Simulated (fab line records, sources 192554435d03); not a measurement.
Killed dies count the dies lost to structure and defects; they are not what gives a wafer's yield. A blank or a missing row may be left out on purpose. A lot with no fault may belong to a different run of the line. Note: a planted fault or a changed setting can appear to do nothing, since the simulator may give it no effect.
Chamber matching -- flow n5-finfet -- N5_MOL_CONTACT_COAG_ETCH_65 on rie-diel-04 has 4 sister chambers
The step etches underlayer in N2/H2, target depth 13 nm, time 10.4 s. 14 wafers are shown with their chamber, then 7 later ones without.

== WAFERS WITH THEIR CHAMBER ==
wafer,chamber,drypump-motor-current-A (A),throttle-valve-pct (%),oes-product-au (a.u.)
L074.2,1,5.4,17.8,0.85
L074.5,2,5.5,17.3,0.75
L074.6,1,5.4,17.7,0.85
L075.2,2,5.5,17.3,0.74
L075.5,1,5.4,17.7,0.85
L075.6,0,6.0,17.6,0.63
L079.2,0,6.1,17.6,0.63
L079.4,1,5.4,17.7,0.82
L079.6,1,5.4,17.8,0.80
L084.1,0,6.1,17.7,0.61
L084.2,3,4.9,18.0,0.65
L084.5,2,5.5,17.3,0.72
L085.3,0,6.0,17.7,0.62
L085.4,3,4.9,18.0,0.64

SIGNATURES, as means of the wafers listed above
reading,chamber 0,chamber 1,chamber 2,chamber 3,scatter within a chamber
drypump-motor-current-A,6.050,5.400,5.500,4.900,0.0316
throttle-valve-pct,17.650,17.740,17.300,18.000,0.0469
oes-product-au,0.6225,0.8340,0.7367,0.6450,0.0171
Rule: for a wafer and a chamber, the distance is found by dividing, reading by reading, the gap between the wafer's reading and the chamber's mean by the reading's scatter, squaring, summing and taking the root. The wafer belongs to the nearest chamber; if the next one is less than 2 further off, it can't be placed. How the scatter is found: for the shown wafers, subtract from each reading the mean of its chamber, square and add these, divide the total by (wafers less chambers), then take the root.

== WAFERS MISSING THEIR CHAMBER ==
wafer,drypump-motor-current-A (A),throttle-valve-pct (%),oes-product-au (a.u.)
L085.5,5.4,17.8,0.77
L086.3,5.4,17.8,0.77
L086.4,5.5,17.3,0.70
L086.6,5.5,17.3,0.71
L087.1,5.6,17.3,0.70
L087.4,4.9,18.0,0.64
L087.6,6.1,17.7,0.61

== CHAMBER TAKEN BY EACH ==
wafer,from the rows above,in truth
L085.5,1,1
L086.3,1,1
L086.4,2,2
L086.6,2,2
L087.1,2,2
L087.4,3,3
L087.6,0,0
Placed correctly: 7 of 7. From these rows, 0 cannot be placed. Placed wrongly: 0.
